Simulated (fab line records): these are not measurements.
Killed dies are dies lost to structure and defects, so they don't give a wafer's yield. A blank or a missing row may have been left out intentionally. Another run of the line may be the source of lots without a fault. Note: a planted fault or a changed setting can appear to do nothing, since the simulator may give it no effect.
Chamber matching	flow nandHarc	4 sister chambers for NHARC_P_GATE_DESCUM_13 on rieDiel-07
The step chemistry O2, time 3 s. 20 wafers are shown with their chamber, then 10 later ones without.

== WAFERS PAIRED WITH THEIR CHAMBERS ==
wafer	chamber	drypumpMotorCurrentA (A)	oesProductAu (a.u.)	throttleValvePct (%)
L074.1	3	6.0	1.016	11.307
L074.3	2	5.4	1.008	11.305
L074.6	3	6.0	1.017	11.315
L077.1	3	6.0	1.010	11.323
L077.4	0	6.3	1.006	11.293
L077.5	3	6.0	1.007	11.314
L081.1	2	5.4	1.004	11.311
L081.2	0	6.3	1.001	11.315
L081.5	1	5.5	0.991	11.320
L086.2	1	5.5	0.987	11.313
L086.4	1	5.6	0.980	11.307
L086.5	2	5.4	0.993	11.314
L088.3	1	5.5	0.991	11.310
L088.4	0	6.3	0.985	11.312
L088.6	0	6.3	0.995	11.304
L089.1	2	5.4	1.006	11.310
L089.3	3	6.0	1.011	11.318
L089.4	1	5.5	0.998	11.319
L090.4	2	5.4	0.986	11.321
L090.5	3	6.0	0.986	11.292

SIGNATURES, as means of the wafers listed above
reading	chamber 0	chamber 1	chamber 2	chamber 3	scatter within a chamber
drypumpMotorCurrentA	6.300	5.520	5.400	6.000	0.0224
oesProductAu	0.99675	0.98940	0.99940	1.00783	0.00942
throttleValvePct	11.30600	11.31380	11.31220	11.31150	0.00847
Rule: for a wafer and a chamber, the distance is found by dividing, reading by reading, the gap between the wafer's reading and the chamber's mean by the reading's scatter, squaring, summing and taking the root. If the next closest chamber is less than 2 further off than the closest, the wafer can't be placed; otherwise it belongs to the closest. The scatter is the square root of a quotient: the sum, over the shown wafers, of each reading's squared deviation from its chamber's mean, divided by wafers minus chambers.

== WAFERS MISSING THEIR CHAMBER ==
wafer	drypumpMotorCurrentA (A)	oesProductAu (a.u.)	throttleValvePct (%)
L090.6	6.3	0.997	11.302
L092.2	6.3	0.994	11.318
L092.4	5.4	0.998	11.310
L092.6	6.0	1.002	11.310
L093.1	6.3	1.004	11.309
L093.5	5.4	0.997	11.308
L093.6	6.2	1.000	11.293
L094.2	5.4	1.001	11.301
L094.5	6.2	1.005	11.317
L094.6	5.4	1.009	11.312

== WHICH CHAMBER EACH ONE RAN IN ==
wafer	from the rows above	in truth
L090.6	0	0
L092.2	0	0
L092.4	2	2
L092.6	3	3
L093.1	0	0
L093.5	2	2
L093.6	0	0
L094.2	2	2
L094.5	0	0
L094.6	2	2
Correct placement for 10 of the 10. Not placeable from these rows: 0. Placed wrongly: 0.
